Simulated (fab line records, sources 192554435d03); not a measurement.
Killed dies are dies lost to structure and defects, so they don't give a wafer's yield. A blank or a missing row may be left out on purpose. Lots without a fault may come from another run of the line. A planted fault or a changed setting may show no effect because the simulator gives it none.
One fault seen from 2 desks | flow n5_finfet | each desk has only its own numbers; what lay behind them comes last

THE METROLOGY DESK
What the gauges read, lot by lot, whatever tool the lot ran on: means of the sampled wafers that have a number. A lot is out of limits, marked OUT, if its mean lies more than 4 standard deviations from the usual mean; the brackets give that distance.
Columns: A = TV_OVL at N5_PASSIVATION_OVL_MEAS_60, usual 0 nm
lot  | first seen here | A
L539 | day 12 19:11    | -4
L540 | day 12 22:35    | 5
L542 | day 13 04:50    | -2
L541 | day 13 14:18    | -2
L545 | day 13 23:35    | 2
L546 | day 14 09:34    | 1
L548 | day 15 02:49    | 0
L547 | day 15 04:00    | 2
L550 | day 15 23:44    | 2
L555 | day 17 11:31    | -3
L562 | day 18 22:32    | -2
This desk's finding: nothing out of limits on any of the 11 lots.

THE TOOL OWNER'S DESK: rie_diel-03
The tool's own readings at N5_BEOL_M2_TRENCH_ETCH_37 (etches SiOC in C4F6/O2, target depth 55.555 nm, time 29.2 s): means of the sampled wafers that have a number, for each lot that ran on this tool. A lot is out of limits, marked OUT, if its mean lies more than 4 standard deviations from the usual mean; the brackets give that distance.
Columns: A = bias_w at N5_BEOL_M2_TRENCH_ETCH_37, usual 185.0 W; B = chamber_pressure_mTorr at N5_BEOL_M2_TRENCH_ETCH_37, usual 29.997 mTorr; C = drypump_motor_current_A at N5_BEOL_M2_TRENCH_ETCH_37, usual 5.8 A; D = oes_product_au at N5_BEOL_M2_TRENCH_ETCH_37, usual 0.79 a.u.; E = rf_vpp_V at N5_BEOL_M2_TRENCH_ETCH_37, usual 666 V; F = showerhead_plenum_p_Torr at N5_BEOL_M2_TRENCH_ETCH_37, usual 2.82 Torr; G = throttle_valve_pct at N5_BEOL_M2_TRENCH_ETCH_37, usual 20.85 %
lot  | first seen here | A     | B      | C   | D    | E   | F    | G
L542 | day 7 16:11     | 184.8 | 30.020 | 5.5 | 0.74 | 667 | 2.83 | 21.09
L545 | day 8 05:44     | 185.1 | 29.979 | 5.6 | 0.77 | 662 | 2.89 | 21.15
L548 | day 9 00:47     | 184.9 | 30.018 | 5.7 | 0.76 | 662 | 2.88 | 21.16
L547 | day 9 04:35     | 184.6 | 29.969 | 6.1 | 0.87 | 660 | 2.84 | 20.70
L550 | day 10 09:25    | 184.8 | 29.984 | 5.8 | 0.86 | 663 | 2.77 | 20.75
L555 | day 10 23:05    | 185.2 | 29.995 | 5.6 | 0.85 | 667 | 2.84 | 20.79
This desk's finding: nothing out of limits on any of the 6 lots.

PUT TOGETHER
The metrology desk saw nothing out of limits.
The tool owner's desk saw nothing out of limits.

WHAT THE SIMULATOR HAD PUT IN
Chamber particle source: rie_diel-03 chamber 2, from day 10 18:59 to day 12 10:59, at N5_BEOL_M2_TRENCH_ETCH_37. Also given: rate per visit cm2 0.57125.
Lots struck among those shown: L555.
